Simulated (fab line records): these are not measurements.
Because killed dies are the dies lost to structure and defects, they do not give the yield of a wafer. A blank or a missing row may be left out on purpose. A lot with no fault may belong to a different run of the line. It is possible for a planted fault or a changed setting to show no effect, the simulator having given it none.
A lot that was struck, set against a sound lot | flow nand-harc | 14 steps out of a route of 1302
Sound: wafers L722.2, L722.3, L722.6. Struck: wafers L726.5, L726.6 (left out: L726.3, a lot-mate that was not struck); the cause follows at the end.
Per side, at each step with rows, come the tool, then ch with its chambers, and then its first start. Under that, the readings that differ: sound wafers | struck wafers | difference of the means | sigmas: that difference in standard deviations of wafers without a fault.
alike: readings whose means differ by less than 2 such deviations, and words and numbers that are the same on both sides. not compared: withheld readings, readings that some wafer has no value for, bounds like >300 that may hide the same value, and numbers for which the record gives no deviation and whose values overlap.
Wherever a step has rows on one side only, a row that says differs or no value, or a row with sigmas, the two part there. Non-overlapping numbers with no deviation appear without sigmas and do not part them. A reading missing from all wafers of one side parts the sides only when that side holds two or more wafers.

first, 6 steps without rows for these wafers: NHARC_A_STAIRCASE_SOFTBAKE_179 (time 170 s); NHARC_A_STAIRCASE_EBR_180; NHARC_A_STAIRCASE_EXPOSE_181 (exposes mask STAIR 2); NHARC_A_STAIRCASE_PEB_182 (peb time 130 s); NHARC_A_STAIRCASE_DEVELOP_183 (time 140 s); NHARC_A_STAIRCASE_HARDBAKE_185 (time 140 s).
NHARC_A_STAIRCASE_DESCUM_186: chemistry O2, time 3 s.
  sound on rie-diel-10 ch 0,1,2, day 16 05:30; struck on rie-diel-04 ch 1,2, day 17 12:04
  alike: drypump-motor-current-A, mfc-ar-sccm, oes-product-au, rf-vpp-V, showerhead-plenum-p-Torr, throttle-valve-pct
  not compared: rf-hours-counter-h
NHARC_A_STAIRCASE_TRIM_187: chemistry O2, time 211.2 s.
  sound on rie-diel-10 ch 0,2, day 16 05:37; struck on rie-diel-04 ch 2,3, day 17 12:10
  alike: drypump-motor-current-A, mfc-ar-sccm, oes-product-au, rf-vpp-V, run-length-s, showerhead-plenum-p-Torr, throttle-valve-pct
  not compared: rf-hours-counter-h
NHARC_A_STAIRCASE_ETCH_188: etches the open film in C4F8/O2, target depth 100 nm, time 40.5 s.
  sound: rie-diel-10 ch 0,2; struck: rie-diel-04 ch 1,2
  alike: oes-product-au, rf-vpp-V
  not compared: rf-hours-counter-h
NHARC_A_STAIRCASE_TRIM_189: chemistry O2, time 211.2 s.
  sound: rie-diel-10 ch 0,1,2; struck: rie-diel-04 ch 0,3
  alike: drypump-motor-current-A, mfc-ar-sccm, oes-product-au, rf-vpp-V, run-length-s, showerhead-plenum-p-Torr, throttle-valve-pct
  not compared: rf-hours-counter-h
NHARC_A_STAIRCASE_ETCH_190: etches the open film in C4F8/O2, target depth 100 nm, time 40.5 s.
  sound: rie-diel-10 ch 0,1,2; struck: rie-diel-04 ch 0,3
  alike: oes-product-au, rf-vpp-V
  not compared: rf-hours-counter-h
NHARC_A_STAIRCASE_TRIM_191: chemistry O2, time 211.2 s.
  sound on rie-diel-10 ch 0,1,2, day 16 06:08; struck on rie-diel-04 ch 1,2, day 17 12:53
  reading          | sound             | struck      | difference | sigmas
  run-length-s (s) | 232.8 232.7 232.5 | 174.6 174.3 | -58.2      | -99 or more
  alike: drypump-motor-current-A, mfc-ar-sccm, oes-product-au, rf-vpp-V, showerhead-plenum-p-Torr, throttle-valve-pct
  not compared: rf-hours-counter-h
then, 1 step without rows for these wafers: NHARC_A_STAIRCASE_ETCH_192 (etches the open film in C4F8/O2, target depth 100 nm, time 40.5 s).
-- break in the record here, with 8 days between the starts of the struck wafers on either side (left off in module A_STAIRCASE, picked up again in module END, where the first step shown is number 1302 on the route) --
NHARC_END_SORT_01:
  at this point the record logs the struck wafers (prober-01 ch 0, day 25 12:06) and has no rows for the sound ones

WHERE THEY PART
First at NHARC_A_STAIRCASE_TRIM_191; last, within this record, at NHARC_END_SORT_01.

WHY: what had been put in by the simulator
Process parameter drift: rie-diel-04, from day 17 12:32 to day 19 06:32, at NHARC_A_STAIRCASE_TRIM_191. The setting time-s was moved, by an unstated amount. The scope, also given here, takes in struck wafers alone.
